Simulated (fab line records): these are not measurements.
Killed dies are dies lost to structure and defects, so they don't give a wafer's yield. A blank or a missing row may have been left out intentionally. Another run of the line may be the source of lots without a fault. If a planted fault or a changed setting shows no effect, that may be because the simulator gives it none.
Code-filled problem report in 8D (eight disciplines) form ; flow n5-finfet ; the parts of the form that need people (team, actions taken, sign-off) are left out

1. WHAT WENT WRONG
Mean of run-length-s at N5_BEOL_M2_CO_CAP_55: 79.5 s across 2 wafers in 2 lots; on wafers with no fault it is 124.9 s (standard deviation 0.59). That puts it -77 standard deviations away from the usual mean.
The step: material Co, precursor CCTBA/H2, target thk 2 nm, time 102.1 s.
The first sign was on wafer L697.5 at day 7 12:22, on cvd-co-01. The record has a number at this step for 30 wafers belonging to 11 lots. Rule for "out", or "out of limits": more than 4 standard deviations from the usual mean. Any other wafer with a number is counted as sound.

2. WHAT THIS IS AND IS NOT
question;is;is not
which readings at this step;run-length-s;heater-power-w
which lots;L697, L699;L696, L698, L707, L710, L712, L713, L714, L715, L716
which wafers of those lots;L697.5, L699.5;L697.2, L697.4, L699.2, L699.3
read on which tools;cvd-co-01;cvd-co-02
when;from day 7 12:22;"up to then (5 sound wafers); but 23 sound wafers of L698, L699, L707, L710, L712, L713, L714, L715, L716 came after"

3. SUSPECTS, AND WHAT RULES EACH OUT
Counting: a tool at a process step up to the reading stays a suspect if it ran every lot that is out. Sound lots after the first of them don't rule it out here, since some wafers of a struck lot are sound.
- rtp-anneal-02 at N5_BEOL_M2_ANNEAL_51 (time 90 s): kept. It processed each lot that is out (first: L697, day 7 11:44); up to then, its last sound lot is L696 (day 7 10:19).
- cvd-co-01 at N5_BEOL_M2_CO_CAP_55 (material Co, precursor CCTBA/H2, target thk 2 nm, time 102.1 s): kept. It processed each lot that is out (first: L697, day 7 12:22); up to then, its last sound lot is L696 (day 7 10:59). Its own run-length-s readings are out on those wafers.
- cvd-co-01, N5_BEOL_M2_CO_CAP_55: wafers that are out in chamber 2, sound lot-mates in chambers 0, 1.
The count leaves cvd-co-01 at N5_BEOL_M2_CO_CAP_55 and rtp-anneal-02 at N5_BEOL_M2_ANNEAL_51.

4. THE CAUSE (what the simulator had put in)
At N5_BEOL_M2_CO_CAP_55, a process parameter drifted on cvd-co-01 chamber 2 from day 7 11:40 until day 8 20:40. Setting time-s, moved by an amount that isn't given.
This tool is one of the 2 suspects left after counting.

5. THE CHAIN OF EFFECTS, in route order
One row per reading whose mean, taken over the struck wafers that have a number, lies over 3 standard deviations from the usual. Only readings for which the record gives a usual standard deviation are gone through. hours: the time from each lot's start at the first step in this table that gives one to its start at this step, as a median over the lots. sigmas: the change in usual standard deviations.
hours;step;reading;usual;on struck wafers;change;sigmas
0;N5_BEOL_M2_CO_CAP_55;run-length-s;124.9 s;79.5;-45.4;-77
The process steps in it:
- N5_BEOL_M2_CO_CAP_55: material Co, precursor CCTBA/H2, target thk 2 nm, time 102.1 s.
Later steps that measure or inspect, where all struck wafers having a row at the step show a number for every such reading and not one has moved that far: N5_BEOL_M4_RC_MEAS_101.

6. HOW IT WOULD HAVE BEEN CAUGHT EARLIER
In this record the first reading out of limits was taken at day 7 12:22, 1 hour after the fault began at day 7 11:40.
